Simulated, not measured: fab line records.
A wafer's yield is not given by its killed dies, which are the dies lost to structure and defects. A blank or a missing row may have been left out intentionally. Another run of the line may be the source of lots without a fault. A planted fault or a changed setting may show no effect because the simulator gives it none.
Chamber matching | flow n5-finfet | N5_ILD0_ALD_15 on ald-sin-01: 4 sister chambers
The step deposits SiNx, target thk 24 nm, pulse time 1 s, ald cycles 480. 14 wafers are shown with their chamber, then 7 later ones without.

== WAFERS WITH THEIR CHAMBER ==
wafer  | chamber | heater-power-w (W) | precursor-pulse-height-rel
L076.1 | 0       | 826                | 1.028
L076.2 | 3       | 892                | 1.026
L076.3 | 1       | 833                | 1.002
L083.1 | 1       | 871                | 0.983
L083.3 | 2       | 716                | 0.992
L083.6 | 2       | 702                | 0.982
L085.4 | 3       | 891                | 1.010
L085.5 | 0       | 826                | 1.000
L085.6 | 2       | 698                | 1.007
L087.2 | 1       | 851                | 1.002
L087.5 | 3       | 891                | 0.980
L087.6 | 2       | 704                | 1.033
L090.3 | 1       | 856                | 0.982
L090.4 | 3       | 884                | 1.003

SIGNATURES (means of the wafers above)
reading                    | chamber 0 | chamber 1 | chamber 2 | chamber 3 | scatter within a chamber
heater-power-w             | 826.00    | 852.75    | 705.00    | 889.50    | 9.79
precursor-pulse-height-rel | 1.01400   | 0.99225   | 1.00350   | 1.00475   | 0.0183
Rule: for each reading, subtract the chamber's mean from the wafer's reading, divide by that reading's scatter and square the result; add these up over the readings and take the root, which gives the wafer's distance from the chamber. The wafer belongs to the nearest chamber; if the next one is less than 2 further off, it can't be placed. The scatter: the root of (the sum of the squares of (reading less its chamber's mean) over the shown wafers, divided by (wafers less chambers)).

== WAFERS WHOSE CHAMBER IS MISSING ==
wafer  | heater-power-w (W) | precursor-pulse-height-rel
L090.6 | 847                | 1.002
L091.1 | 860                | 1.003
L091.3 | 719                | 0.991
L091.5 | 707                | 1.006
L092.1 | 732                | 1.027
L092.2 | 822                | 0.992
L092.6 | 813                | 1.035

== CHAMBER TAKEN BY EACH ==
wafer  | from the rows above     | in truth
L090.6 | can't be placed: 1 or 0 | 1
L091.1 | 1                       | 1
L091.3 | 2                       | 2
L091.5 | 2                       | 2
L092.1 | 2                       | 2
L092.2 | can't be placed: 0 or 1 | 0
L092.6 | 0                       | 0
5 of 7 placed correctly. Not placeable from these rows: 2 (in 2, the candidates include the true chamber). 0 placed wrongly.
